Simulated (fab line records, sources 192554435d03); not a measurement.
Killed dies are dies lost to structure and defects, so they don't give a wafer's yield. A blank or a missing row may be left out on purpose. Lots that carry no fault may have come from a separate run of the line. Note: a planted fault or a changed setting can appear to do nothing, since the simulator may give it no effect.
fab line records ; flow n5-finfet
[record] lots = 7; wafers = 21; last-day = 17
route steps=1938 shown SD_EPI_P@326 SD_ACTIVATION@330 ILD0@335 BEOL_M4@1111
lots that met no fault: taken from a fault-free run of the same line
start-h: start of the lot's first displayed wafer, in hours after the record's first day ; wait-h: time in hours since the lot's previous step ; " unchanged from the row above ; L1.1+2: one row covering several wafers at once ; - no value, or no start given ; * or withheld: withheld ; < > ~ a bound
route shown NAME@n: a module of which the file shows steps, and the number in the route of the first ; usual: mean/standard deviation of fault-free wafers ; same: alike in all rows ; chamber/n: place in a boat ; sites: each site's reading ; _std_site: how widely they spread, as a standard deviation ; _edge_site: mean of outer sites minus mean of inner sites ; radius-mm: for every site, how far away it sits from the centre of the wafer ; mask NAME#n: copy n ; behind: the last tool/chamber to shape the wafer ; hold: why the lot was held/for how many hours/how that ended ; device: whichever transistor did not switch (one of n, p or np) ; end of line: tests run on the same wafers once the route is complete ; a step with no rows: only its recipe ; killed: count of dies lost to structure and defects at first sort (not the wafer's yield) ; map: shows each die of a wafer: x if killed, . if not, _ if none is there
set.NAME: the setting the step ran with; set.NAME@STEP: the setting that earlier step ran with ; model.NAME: the simulator's own value behind a step, which no gauge read
lots seen at some steps along the route; tables by step, rows by wafer
services: the hour from which a tool's chamber was out of use, counted from the record's first day as start-h (under 0 if before that day), plus the number of hours and why
[[steps]]
[step N5_SD_EPI_P_PRECLEAN_32]
[recipe] chemistry = dHF; time-s = 10; dilution = 500:1; temp-c = 25
[step N5_SD_EPI_P_PRECLEAN_33]
[recipe] chemistry = SC2; time-s = 45; temp-c = 35; mix = 1:1:50
[step N5_SD_EPI_P_SRD_25]
[recipe] time-s = 30; temp-c = 23; rinse-liquid = diw; dry = ipa-marangoni
[step N5_SD_EPI_P_INSPECT_26]
[recipe] inspect-instrument = darkfield; mode = post-epi
[usual] raw-defect-count = 175/35
lot.wafer;tool;chamber;start-h;wait-h;raw-defect-count
L609.1;defect-inspect-02;-;95.82;0.0;144
L609.3;defect-inspect-02;-;95.82;0.0;144
L609.5;defect-inspect-02;-;95.82;0.0;199
L610.1;defect-inspect-01;-;101.28;0.0;133
L610.3;defect-inspect-01;-;101.28;0.0;207
L610.4;defect-inspect-01;-;101.28;0.0;179
L616.2;defect-inspect-01;-;138.32;0.0;128
L616.4;defect-inspect-01;-;138.32;0.0;115
L616.5;defect-inspect-01;-;138.32;0.0;138
L617.3;defect-inspect-02;-;146.32;0.0;167
L617.5;defect-inspect-02;-;146.32;0.0;168
L617.6;defect-inspect-02;-;146.32;0.0;254
L618.3;defect-inspect-01;-;146.35;0.0;149
L618.5;defect-inspect-01;-;146.35;0.0;173
L618.6;defect-inspect-01;-;146.35;0.0;139
L621.1;defect-inspect-01;-;170.09;0.0;185
L621.5;defect-inspect-01;-;170.09;0.0;208
L621.6;defect-inspect-01;-;170.09;0.0;145
L625.1;defect-inspect-02;-;189.55;0.0;187
L625.2;defect-inspect-02;-;189.55;0.0;182
L625.4;defect-inspect-02;-;189.55;0.0;182
[step N5_SD_ACTIVATION_RTA_00]
[recipe] temp-c = 975; time-s = 0; ambient = N2; idle-temp-c = 600; ramp-up-c-per-s = 150; ramp-down-c-per-s = 60; cool-to-c = 600
[usual] lamp-power-pct = 8.96/0.049; wafer_temp_C_max = 974.9/1.9
lot.wafer;tool;chamber;start-h;wait-h;lamp-power-pct;wafer_temp_C_max
L609.1;rtp-anneal-01;0;95.85;0.0;9.11;972.8
L609.3;rtp-anneal-01;0;95.85;0.0;8.98;973.6
L609.5;rtp-anneal-01;0;95.85;0.0;8.96;977.9
L610.1;rtp-anneal-01;0;101.31;0.0;8.96;974.0
L610.3;rtp-anneal-01;0;101.31;0.0;8.99;974.2
L610.4;rtp-anneal-01;0;101.31;0.0;8.97;976.9
L616.2;rtp-anneal-01;0;138.46;0.1;9.01;974.8
L616.4;rtp-anneal-01;0;138.46;0.1;8.94;973.8
L616.5;rtp-anneal-01;0;138.46;0.1;8.93;974.9
L617.3;rtp-anneal-01;0;146.56;0.2;8.94;974.9
L617.5;rtp-anneal-01;0;146.56;0.2;8.94;975.5
L617.6;rtp-anneal-01;0;146.56;0.2;8.91;973.5
L618.3;rtp-anneal-02;0;146.66;0.3;8.89;974.4
L618.5;rtp-anneal-02;0;146.66;0.3;9.04;976.8
L618.6;rtp-anneal-02;0;146.66;0.3;8.97;974.7
L621.1;rtp-anneal-01;0;170.36;0.3;8.93;975.4
L621.5;rtp-anneal-01;0;170.36;0.3;8.98;976.4
L621.6;rtp-anneal-01;0;170.36;0.3;8.97;975.3
L625.1;rtp-anneal-01;0;189.60;0.1;8.89;972.9
L625.2;rtp-anneal-01;0;189.60;0.1;9.12;978.7
L625.4;rtp-anneal-01;0;189.60;0.1;8.92;974.8
[step N5_SD_ACTIVATION_LSA_01]
[recipe] temp-c = 1080; time-s = 0.0008; ambient = N2
[usual] wafer_temp_C_max = 1085.6/2
lot.wafer;tool;chamber;start-h;wait-h;wafer_temp_C_max
L609.1;laser-anneal-02;0;96.05;0.2;1084.6
L609.3;laser-anneal-02;0;96.05;0.2;1083.5
L609.5;laser-anneal-02;0;96.05;0.2;1082.8
L610.1;laser-anneal-01;0;101.51;0.2;1087.9
L610.3;laser-anneal-01;0;101.51;0.2;1087.9
L610.4;laser-anneal-01;0;101.51;0.2;1086.1
L616.2;laser-anneal-01;0;138.67;0.2;1085.9
L616.4;laser-anneal-01;0;138.67;0.2;1086.0
L616.5;laser-anneal-01;0;138.67;0.2;1085.9
L617.3;laser-anneal-02;0;146.76;0.2;1084.1
L617.5;laser-anneal-02;0;146.76;0.2;1083.3
L617.6;laser-anneal-02;0;146.76;0.2;1083.4
L618.3;laser-anneal-01;0;146.86;0.2;1087.1
L618.5;laser-anneal-01;0;146.86;0.2;1091.6
L618.6;laser-anneal-01;0;146.86;0.2;1087.0
L621.1;laser-anneal-02;0;170.75;0.3;1084.7
L621.5;laser-anneal-02;0;170.75;0.3;1084.4
L621.6;laser-anneal-02;0;170.75;0.3;1084.3
L625.1;laser-anneal-02;0;189.81;0.2;1083.3
L625.2;laser-anneal-02;0;189.81;0.2;1083.1
L625.4;laser-anneal-02;0;189.81;0.2;1084.5
[step N5_SD_ACTIVATION_INSPECT_02]
[recipe] inspect-instrument = darkfield; mode = post-anneal
[usual] raw-defect-count = 176/37
lot.wafer;tool;chamber;start-h;wait-h;raw-defect-count
L609.1;defect-inspect-01;-;96.59;0.2;136
L609.3;defect-inspect-01;-;96.59;0.2;127
L609.5;defect-inspect-01;-;96.59;0.2;198
L610.1;defect-inspect-02;-;102.05;0.2;147
L610.3;defect-inspect-02;-;102.05;0.2;217
L610.4;defect-inspect-02;-;102.05;0.2;179
L616.2;defect-inspect-01;-;139.18;0.1;125
L616.4;defect-inspect-01;-;139.18;0.1;124
L616.5;defect-inspect-01;-;139.18;0.1;131
L617.3;defect-inspect-02;-;147.24;0.1;180
L617.5;defect-inspect-02;-;147.24;0.1;173
L617.6;defect-inspect-02;-;147.24;0.1;238
L618.3;defect-inspect-01;-;147.33;0.1;146
L618.5;defect-inspect-01;-;147.33;0.1;183
L618.6;defect-inspect-01;-;147.33;0.1;142
L621.1;defect-inspect-01;-;171.28;0.2;200
L621.5;defect-inspect-01;-;171.28;0.2;202
L621.6;defect-inspect-01;-;171.28;0.2;140
L625.1;defect-inspect-01;-;190.35;0.2;183
L625.2;defect-inspect-01;-;190.35;0.2;183
L625.4;defect-inspect-01;-;190.35;0.2;179
[step N5_ILD0_LINER_00]
[recipe] material = SiNx; target-thk-a = 40; temp-c = 400; ald-precursor-family = SiH2I2; ald-co-reactant = N2/H2-plasma; pulse-time-s = 1; purge-time-s = 2; co-reactant-purge-time-s = 2; ald-cycles = 80; pressure-torr = 2
[usual] heater-power-w = 813/62; precursor-pulse-height-rel = 1.000/0.02
lot.wafer;tool;chamber;start-h;wait-h;heater-power-w;precursor-pulse-height-rel
L609.1;ald-sin-02;1;98.03;1.4;851;0.971
L609.3;ald-sin-02;3;98.03;1.4;848;0.989
L609.5;ald-sin-02;2;98.03;1.4;859;0.978
L610.1;ald-sin-01;1;102.75;0.7;751;1.008
L610.3;ald-sin-01;2;102.75;0.7;827;0.976
L610.4;ald-sin-01;3;102.75;0.7;942;0.999
L616.2;ald-sin-02;3;139.21;0.0;852;1.014
L616.4;ald-sin-02;0;139.21;0.0;839;0.971
L616.5;ald-sin-02;1;139.21;0.0;856;0.949
L617.3;ald-sin-01;0;147.27;0.0;807;0.982
L617.5;ald-sin-01;1;147.27;0.0;743;0.988
L617.6;ald-sin-01;2;147.27;0.0;856;0.991
L618.3;ald-sin-03;3;147.36;0.0;761;0.981
L618.5;ald-sin-03;0;147.36;0.0;772;0.976
L618.6;ald-sin-03;1;147.36;0.0;699;1.045
L621.1;ald-sin-03;2;172.62;1.3;864;0.984
L621.5;ald-sin-03;2;172.62;1.3;846;0.982
L621.6;ald-sin-03;3;172.62;1.3;767;0.991
L625.1;ald-sin-02;3;190.69;0.3;863;0.971
L625.2;ald-sin-02;0;190.69;0.3;867;1.042
L625.4;ald-sin-02;2;190.69;0.3;856;1.011
[step N5_ILD0_FCVD_FILL_01]
[recipe] material = SiO2_flowable; target-thk-a = 2000; temp-c = 100; pressure-torr = 0.8; rf-w = 2000; time-s = 328.3
[step N5_ILD0_CURE_02]
[recipe] temp-c = 450; time-s = 1800; ambient = steam; idle-temp-c = 400; ramp-up-c-per-min = 5; ramp-down-c-per-min = 3; densification-p-h2o-torr = 640
[step N5_ILD0_CMP_03]
[recipe] stop-on = SiNx; t-overpolish-s = 1.9; post-cmp-clean = alkaline-brush; down-force-psi = 4.1491; platen-rpm = 51.796; pad-velocity-m-s = 1.0306; target-thk-nm = 197.38
[usual] edge-zone-pressure-frac = 1.000/0.0049; head-pressure-psi = 4.147/0.0089; motor-current-A = 12.2/1; overpolish-run-s = 1.900/0.0094; pad-life-wafers = 752/530; time-to-endpoint-s = 69/3.1
lot.wafer;tool;chamber;start-h;wait-h;edge-zone-pressure-frac;head-pressure-psi;motor-current-A;overpolish-run-s;pad-life-wafers;time-to-endpoint-s;model.SiO2_flowable_of_ILD0_FCVD_FILL_01.thk-nm;model.SiNx_of_DUMMY_GATE_HM_DEP_06.thk-nm
L609.1;cmp-02;0;100.44;0.1;1.007;4.151;12.2;1.906;1921;68;197.6;76.6
L609.3;cmp-02;2;100.44;0.1;1.000;4.158;13.9;1.903;1923;73;198.2;77.4
L609.5;cmp-02;0;100.44;0.1;1.011;4.146;13.2;1.906;-;69;197.6;77.6
L610.1;cmp-04;1;105.29;0.0;1.004;4.145;12.1;1.894;474;80;198.4;77.2
L610.4;cmp-04;3;105.29;0.0;0.992;4.158;13.8;1.913;476;74;198;77.2
L610.3;cmp-04;0;105.29;0.0;0.991;4.157;11.6;1.915;477;74;198;77.4
L616.4;cmp-02;1;141.63;0.1;-;-;-;-;-;-;198.6;80.2
L616.2;cmp-02;2;141.63;0.1;-;-;-;-;-;-;199;80.4
L616.5;cmp-02;0;141.63;0.1;-;-;-;-;-;-;202.8;80.4
L617.3;cmp-04;2;149.71;0.1;-;-;-;-;-;-;202.6;79.8
L617.6;cmp-04;0;149.71;0.1;-;-;-;-;-;-;203.2;79.4
L617.5;cmp-04;1;149.71;0.1;-;-;-;-;-;-;202.8;79.2
L618.3;cmp-02;2;149.78;0.1;-;-;-;-;-;-;200.4;80.2
L618.5;cmp-02;1;149.78;0.1;-;-;-;-;-;-;202.8;80.4
L618.6;cmp-02;2;149.78;0.1;-;-;-;-;-;-;200;80.2
L621.1;cmp-02;0;175.03;0.1;1.002;4.137;13.0;1.892;469;69;197.4;76.8
L621.5;cmp-02;3;175.03;0.1;1.003;4.151;10.8;1.889;-;71;198;77.2
L621.6;cmp-02;0;175.03;0.1;1.003;4.145;12.9;1.903;-;72;198.4;77.4
L625.2;cmp-02;1;193.41;0.0;1.000;4.138;12.5;1.899;684;74;197;77
L625.4;cmp-02;2;193.41;0.0;1.002;4.148;14.2;1.911;685;70;197.2;77.6
L625.1;cmp-02;3;193.41;0.0;0.995;4.144;10.6;1.911;686;69;198.2;76.8
[step N5_ILD0_CMP_07]
[recipe] stop-on = poly-Si; material = SiO2_flowable; t-overpolish-s = 1.18; post-cmp-clean = alkaline-brush; down-force-psi = 4.1491; platen-rpm = 51.796; pad-velocity-m-s = 1.0306; target-thk-nm = 138.88
[usual] edge-zone-pressure-frac = 1.000/0.0049; head-pressure-psi = 4.147/0.01; motor-current-A = 12.3/0.99; pad-life-wafers = 924/610
lot.wafer;tool;chamber;start-h;wait-h;edge-zone-pressure-frac;head-pressure-psi;motor-current-A;pad-life-wafers
L609.1;cmp-02;0;100.72;0.0;1.004;4.159;12.4;1926
L609.3;cmp-02;1;100.72;0.0;0.998;4.154;12.6;1927
L609.5;cmp-02;0;100.72;0.0;1.009;4.148;13.4;-
L610.3;cmp-03;3;105.65;0.1;0.994;4.161;11.0;817
L610.1;cmp-03;0;105.65;0.1;1.008;4.148;12.8;818
L610.4;cmp-03;1;105.65;0.1;1.007;4.144;11.8;819
L616.4;cmp-02;0;141.92;0.0;0.992;4.159;12.6;180
L616.2;cmp-02;2;141.92;0.0;1.000;4.133;13.8;182
L616.5;cmp-02;1;141.92;0.0;0.994;4.149;11.8;-
L617.3;cmp-03;2;150.00;0.1;1.004;4.147;11.1;1225
L617.6;cmp-03;1;150.00;0.1;0.989;4.159;13.0;-
L617.5;cmp-03;2;150.00;0.1;1.011;4.151;11.3;-
L618.3;cmp-02;2;150.18;0.1;0.999;4.164;13.6;243
L618.6;cmp-02;3;150.18;0.1;1.011;4.135;10.1;-
L618.5;cmp-02;0;150.18;0.1;0.998;4.127;13.2;-
L621.1;cmp-02;1;175.36;0.1;1.001;4.146;11.9;475
L621.6;cmp-02;0;175.36;0.1;0.995;4.134;13.2;-
L621.5;cmp-02;1;175.36;0.1;0.994;4.138;12.0;-
L625.4;cmp-04;0;193.78;0.1;1.003;4.131;11.7;1075
L625.1;cmp-04;1;193.78;0.1;1.002;4.168;12.3;1076
L625.2;cmp-04;2;193.78;0.1;1.001;4.142;11.9;1077
[step N5_BEOL_M4_RC_MEAS_101]
[usual] DIBL_N = 36.0/1.7; DIBL_P = 35.8/2; IOFF_N = 0.15/0.03; IOFF_P = 0.20/0.037; ION_N = 670/12; ION_P = 460/7.2; SS_N = 71.5/0.68; SS_P = 73.2/0.65; VT_N = 250/3.1; VT_P = -251/3.4
lot.wafer;tool;chamber;start-h;wait-h;DIBL_N[mV/V];DIBL_P[mV/V];IOFF_N[nA/um];IOFF_P[nA/um];ION_N[uA/um];ION_P[uA/um];SS_N[mV/dec];SS_P[mV/dec];VT_N[mV];VT_P[mV]
L609.1;prober-01;0;200.59;0.0;39.2;40.2;0.21;0.26;693;468;72.6;73.9;246;-247
L609.3;prober-01;0;200.59;0.0;37.4;37.1;0.16;0.20;647;448;71.6;73.2;251;-252
L609.5;prober-01;0;200.59;0.0;38.4;38.5;0.18;0.24;663;452;72.5;73.3;247;-246
L610.1;prober-01;0;208.96;0.0;38.7;39.7;0.21;0.25;689;466;72.3;74.0;251;-249
L610.3;prober-01;0;208.96;0.0;36.3;37.1;0.17;0.20;684;463;71.6;72.8;249;-251
L610.4;prober-01;0;208.96;0.0;37.2;37.7;0.17;0.21;676;463;71.8;73.4;252;-250
L621.1;prober-01;0;274.39;0.0;36.4;38.1;0.17;0.19;674;454;71.5;73.0;248;-254
L621.5;prober-01;0;274.39;0.0;34.4;34.9;0.14;0.15;658;448;70.8;72.8;253;-256
L621.6;prober-01;0;274.39;0.0;33.5;34.8;0.11;0.15;668;452;70.2;73.1;256;-256
L625.1;prober-02;0;305.10;0.0;36.5;36.3;0.16;0.22;680;466;71.0;73.4;249;-250
L625.2;prober-02;0;305.10;0.0;39.0;38.8;0.23;0.27;699;471;71.5;74.2;242;-246
L625.4;prober-02;0;305.10;0.0;38.6;38.2;0.20;0.26;688;468;71.6;74.0;245;-246
[[services]]
tool;chamber;start-h;hours;kind
laser-anneal-01;-;76.69;7.4;pm
ald-sin-01;3;76.89;15.8;repair
cmp-02;-;79.15;1.1;repair
ald-sin-02;0;83.17;1.5;repair
ald-sin-03;-;85.83;14.0;pm
ald-sin-03;0;85.83;14.0;vent-cycle
ald-sin-03;1;85.83;14.0;vent-cycle
ald-sin-03;2;85.83;14.0;vent-cycle
ald-sin-03;3;85.83;58.5;vent-cycle
cmp-04;-;97.58;0.8;repair
laser-anneal-02;-;99.31;1.8;pm
ald-sin-03;0;99.83;-;clean
cmp-02;-;113.09;4.0;pm
cmp-02;-;117.09;-;consumable-replace:conditioner
cmp-02;-;117.09;-;consumable-replace:pad
ald-sin-03;-;120.46;0.7;repair
ald-sin-02;2;123.87;4.4;repair
cmp-02;-;126.03;1.2;repair
cmp-04;-;128.05;1.6;repair
cmp-03;-;158.52;0.8;repair
cmp-03;-;165.89;4.2;repair
cmp-04;-;168.60;0.6;repair
cmp-04;-;176.36;1.2;repair
ald-sin-01;2;178.59;52.7;repair
[[key]]
[first-sign] step = N5_ILD0_CMP_03; reading = tool-record; direction = missing
effect none on later readings
[model-effect] step = N5_ILD0_CMP_03; value = SiO2_flowable_of_ILD0_FCVD_FILL_01.thk-nm; without = 197.1; struck = 201.7
met-at N5_ILD0_CMP_03
struck-wafers L616.2,L616.4,L616.5,L617.3,L617.5,L617.6,L618.3,L618.5,L618.6
later-rows-left-out L616.2,L616.4,L616.5,L617.3,L617.5,L617.6,L618.3,L618.5,L618.6
sort-left-out L616.2,L616.4,L616.5,L617.3,L617.5,L617.6,L618.3,L618.5,L618.6
onset-between 105.29 141.63
[fault] kind = skipped-step-whole; tool = cmp-02,cmp-04; chamber = -; onset-h = 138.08; steps = N5_ILD0_CMP_03; scope = struck-lots-only
// sort-left-out: the simulated sort isn't trusted on such a fault, so these wafers' sort isn't shown, and their yield isn't known
// later-rows-left-out: the simulator's readings of these wafers behind a module that went badly wrong aren't trusted and aren't shown, but for the sort
